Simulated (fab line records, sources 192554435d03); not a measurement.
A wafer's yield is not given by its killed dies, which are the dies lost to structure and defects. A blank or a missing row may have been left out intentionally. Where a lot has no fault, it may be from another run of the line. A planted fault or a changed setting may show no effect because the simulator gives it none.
Which tool is to blame? -- flow n5 finfet -- 14 lots with 40 wafers sampled at 4 steps, on a route of 1938 steps

## WHAT THE GAUGES SHOWED, per wafer
N5_BEOL_M12_INSPECT_55: inspects for defects (darkfield). Usual: raw defect count 72, standard deviation 24.
lot,measured,on,raw defect count,flag
L689,day 9 17:31,defect inspect-01,43 124 66,
L690,day 9 20:53,defect inspect-01,48 56 77,
L688,day 10 00:05,defect inspect-01,47 64 49,
L691,day 10 14:02,defect inspect-02,73 72 131,
L699,day 14 08:40,defect inspect-02,81 100 90,
L697,day 14 09:49,defect inspect-02,103 114 94,
L702,day 15 03:14,defect inspect-02,78 74 59,
L703,day 15 04:48,defect inspect-01,63 91 92,
L704,day 15 05:48,defect inspect-01,64 48,
L705,day 15 08:34,defect inspect-02,94 72 89,
L709,day 16 12:46,defect inspect-02,71 119 58,
L708,day 16 14:05,defect inspect-01,66 178,
L710,day 16 21:34,defect inspect-02,42 75 55,
L711,day 17 11:26,defect inspect-01,75 89 49,

N5_BEOL_M13_OVL_MEAS_29. Usual: for M13_OVL the level is -1 nm and the standard deviation is 6.2.
lot,measured,on,M13_OVL (nm),flag
L689,day 9 19:19,overlay-01,3 13 7,
L690,day 9 22:31,overlay-02,5 -3 11,
L688,day 10 01:34,overlay-01,2 1 -2,
L691,day 10 16:34,overlay-02,-3 -6 -11,
L699,day 14 10:16,overlay-02,- - -,OFF
L697,day 14 11:26,overlay-01,- - -,OFF
L702,day 15 04:43,overlay-02,6 4 -1,
L703,day 15 06:16,overlay-01,-9 7 7,
L704,day 15 07:55,overlay-02,4 0,
L705,day 15 10:02,overlay-02,-4 8 1,
L709,day 16 14:29,overlay-01,-2 -5 -6,
L708,day 16 15:41,overlay-02,-2 2,
L710,day 16 23:17,overlay-02,-5 -14 -6,
L711,day 17 13:01,overlay-02,-2 2 8,

## TOOL THAT RAN EACH LOT (tool first, then ch and the chambers of the sampled wafers, then the start)
lot,N5_BEOL_M13_ILD_DEP_00,N5_BEOL_M13_PEB_26
L689,"pecvd-01 ch 0,1, day 9 17:37","litho track-04 ch 0, day 9 19:10"
L690,"pecvd-01 ch 0, day 9 20:56","litho track-02 ch 0, day 9 22:22"
L688,"pecvd-04 ch 0,1,2, day 10 00:08","litho track-02 ch 0, day 10 01:25"
L691,"pecvd-04 ch 0,1,2, day 10 14:05","litho track-05 ch 0, day 10 16:25"
L699,"pecvd-02 ch 0,1,2, day 14 08:46","litho track-05, day 14 10:07"
L697,"pecvd-04 ch 0,2, day 14 09:52","litho track-05, day 14 11:17"
L702,"pecvd-01 ch 0,2, day 15 03:17","litho track-05 ch 0, day 15 04:34"
L703,"pecvd-01 ch 1,2, day 15 04:50","litho track-05 ch 0, day 15 06:08"
L704,"pecvd-01 ch 0,2, day 15 05:50","litho track-04 ch 0, day 15 07:46"
L705,"pecvd-04 ch 0,1,2, day 15 08:36","litho track-05 ch 0, day 15 09:53"
L709,"pecvd-04 ch 0,1,2, day 16 12:49","litho track-02 ch 0, day 16 14:20"
L708,"pecvd-01 ch 0,1, day 16 14:08","litho track-05 ch 0, day 16 15:32"
L710,"pecvd-04 ch 1,2, day 16 21:36","litho track-05 ch 0, day 16 23:08"
L711,"pecvd-01 ch 1,2, day 17 11:28","litho track-04 ch 0, day 17 12:53"
- N5_BEOL_M13_ILD_DEP_00: deposits SiOC from DEMS/O2, target thk 837.92 nm, time 166.4 s.
- N5_BEOL_M13_PEB_26: peb time 90 s.

## AS READ BY THE TOOLS THEMSELVES (means over the sampled wafers that have a number; for cases with no such wafer, the mark the record gives instead)
N5_BEOL_M13_ILD_DEP_00. Usual: heater power w 474 W, standard deviation 62; showerhead plenum p Torr 5.692 Torr, standard deviation 0.016; throttle valve pct 11.9 %, standard deviation 0.67.
lot,tool,heater power w (W),showerhead plenum p Torr (Torr),throttle valve pct (%),flag
L689,pecvd-01,425,5.666,12.1,
L690,pecvd-01,440,5.694,11.5,
L688,pecvd-04,464,5.711,12.0,
L691,pecvd-04,476,5.698,12.1,
L699,pecvd-02,516,5.697,11.8,
L697,pecvd-04,441,5.696,11.7,
L702,pecvd-01,460,5.697,11.4,
L703,pecvd-01,466,5.667,12.0,
L704,pecvd-01,432,5.682,11.1,
L705,pecvd-04,400,5.706,12.0,
L709,pecvd-04,460,5.699,12.2,
L708,pecvd-01,454,5.672,12.2,
L710,pecvd-04,443,5.717,12.6,
L711,pecvd-01,466,5.673,12.0,

N5_BEOL_M13_PEB_26. Usual: chill plate temp C 23.01 C, standard deviation 0.11; exhaust pa 45.0 Pa, standard deviation 0.95.
lot,tool,chill plate temp C (C),exhaust pa (Pa),flag
L689,litho track-04,22.96,46.0,
L690,litho track-02,23.00,44.7,
L688,litho track-02,23.11,45.9,
L691,litho track-05,22.95,45.2,
L699,litho track-05,-,-,OFF
L697,litho track-05,-,-,OFF
L702,litho track-05,23.17,45.2,
L703,litho track-05,22.90,45.6,
L704,litho track-04,23.01,44.8,
L705,litho track-05,22.80,45.6,
L709,litho track-02,22.94,44.4,
L708,litho track-05,23.04,45.6,
L710,litho track-05,23.16,46.6,
L711,litho track-04,23.15,44.7,

## THE ANSWER, worked out from the rows above alone
Rule: a lot counts as off when the mean over its wafers that have a number is more than 3 standard deviations away from the usual mean. A lot without any number at a reading at which 4 lots or more have one is off too. Where the step has rows for the other lots, those lots are counted as sound. The gauges are gone through in route order, then the tools' own readings, and for those a lot's mean is taken as printed above. At the first step where some lot is off, the reading lying furthest off is the one used; lots without a number count as furthest.
Off: at N5_BEOL_M13_OVL_MEAS_29 (M13_OVL), L699, L697. Without a number there: L699, L697.
A tool fits if, at a process step before that reading, it ran every lot that is off, and no sound lot after the first of them. Not tried: the gauges at N5_BEOL_M13_OVL_MEAS_29; whatever is off there is also off at N5_BEOL_M13_PEB_26, on other tools, and gauge error can't account for it. Of those tried, none fits.

## WHAT HAD BEEN PUT IN BY THE SIMULATOR
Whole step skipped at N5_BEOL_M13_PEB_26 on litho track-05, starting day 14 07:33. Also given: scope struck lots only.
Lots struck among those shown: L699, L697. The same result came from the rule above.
